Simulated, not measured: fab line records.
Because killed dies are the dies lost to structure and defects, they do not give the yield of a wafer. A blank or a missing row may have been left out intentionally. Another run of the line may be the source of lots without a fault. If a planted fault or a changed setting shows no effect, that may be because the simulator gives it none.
Matching of chambers || flow n5Finfet || N5_GATE_CUT_SAC_CAP_01 on aldSin-03 has 4 sister chambers
The step material SiNx, target thk 24 nm, pulse time 1 s, ald cycles 480. 8 wafers are shown with their chamber, then 11 later ones without.

== WAFERS, EACH WITH ITS CHAMBER ==
{"wafer": "L081.6", "chamber": 2, "heaterPowerW (W)": 756, "precursorPulseHeightRel": 1.001}
{"wafer": "L087.1", "chamber": 3, "heaterPowerW (W)": 872, "precursorPulseHeightRel": 1.029}
{"wafer": "L087.2", "chamber": 2, "heaterPowerW (W)": 782, "precursorPulseHeightRel": 1.004}
{"wafer": "L087.5", "chamber": 1, "heaterPowerW (W)": 839, "precursorPulseHeightRel": 1.001}
{"wafer": "L089.2", "chamber": 0, "heaterPowerW (W)": 1033, "precursorPulseHeightRel": 1.032}
{"wafer": "L089.3", "chamber": 1, "heaterPowerW (W)": 850, "precursorPulseHeightRel": 1.037}
{"wafer": "L089.5", "chamber": 0, "heaterPowerW (W)": 1071, "precursorPulseHeightRel": 0.997}
{"wafer": "L090.2", "chamber": 3, "heaterPowerW (W)": 870, "precursorPulseHeightRel": 1.022}

== WAFERS WHOSE CHAMBER IS MISSING ==
{"wafer": "L090.5", "heaterPowerW (W)": 777, "precursorPulseHeightRel": 1.007}
{"wafer": "L090.6", "heaterPowerW (W)": 888, "precursorPulseHeightRel": 0.993}
{"wafer": "L092.1", "heaterPowerW (W)": 763, "precursorPulseHeightRel": 0.971}
{"wafer": "L092.2", "heaterPowerW (W)": 839, "precursorPulseHeightRel": 0.984}
{"wafer": "L092.5", "heaterPowerW (W)": 780, "precursorPulseHeightRel": 1.007}
{"wafer": "L094.3", "heaterPowerW (W)": 841, "precursorPulseHeightRel": 1.024}
{"wafer": "L094.4", "heaterPowerW (W)": 852, "precursorPulseHeightRel": 0.989}
{"wafer": "L094.5", "heaterPowerW (W)": 874, "precursorPulseHeightRel": 0.974}
{"wafer": "L095.1", "heaterPowerW (W)": 1048, "precursorPulseHeightRel": 1.006}
{"wafer": "L095.4", "heaterPowerW (W)": 781, "precursorPulseHeightRel": 0.997}
{"wafer": "L095.6", "heaterPowerW (W)": 853, "precursorPulseHeightRel": 1.008}

== WHICH CHAMBER EACH ONE RAN IN ==
{"wafer": "L090.5", "from the rows above": 2, "in truth": 2}
{"wafer": "L090.6", "from the rows above": "can't be placed: 3 or 1", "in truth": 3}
{"wafer": "L092.1", "from the rows above": 2, "in truth": 2}
{"wafer": "L092.2", "from the rows above": "can't be placed: 1 or 3", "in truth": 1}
{"wafer": "L092.5", "from the rows above": 2, "in truth": 2}
{"wafer": "L094.3", "from the rows above": "can't be placed: 1 or 3", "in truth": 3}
{"wafer": "L094.4", "from the rows above": "can't be placed: 1 or 3", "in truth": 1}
{"wafer": "L094.5", "from the rows above": "can't be placed: 3 or 1", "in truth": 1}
{"wafer": "L095.1", "from the rows above": 0, "in truth": 0}
{"wafer": "L095.4", "from the rows above": 2, "in truth": 2}
{"wafer": "L095.6", "from the rows above": "can't be placed: 1 or 3", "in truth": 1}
Placed correctly: 5 of 11. Cannot be placed on the basis of these rows: 6; the candidates contain the true chamber in 6. Number placed wrongly: 0.
How it was worked out, from the rows above alone: a wafer's distance from a chamber is the root of the sum, over the readings, of the square of ((its reading less the chamber's mean) divided by the reading's scatter). The wafer belongs to the nearest chamber; if the next one is less than 2 further off, it can't be placed. A chamber's mean is the mean of its shown wafers. The scatter is the square root of a quotient: the sum, over the shown wafers, of each reading's squared deviation from its chamber's mean, divided by wafers minus chambers.
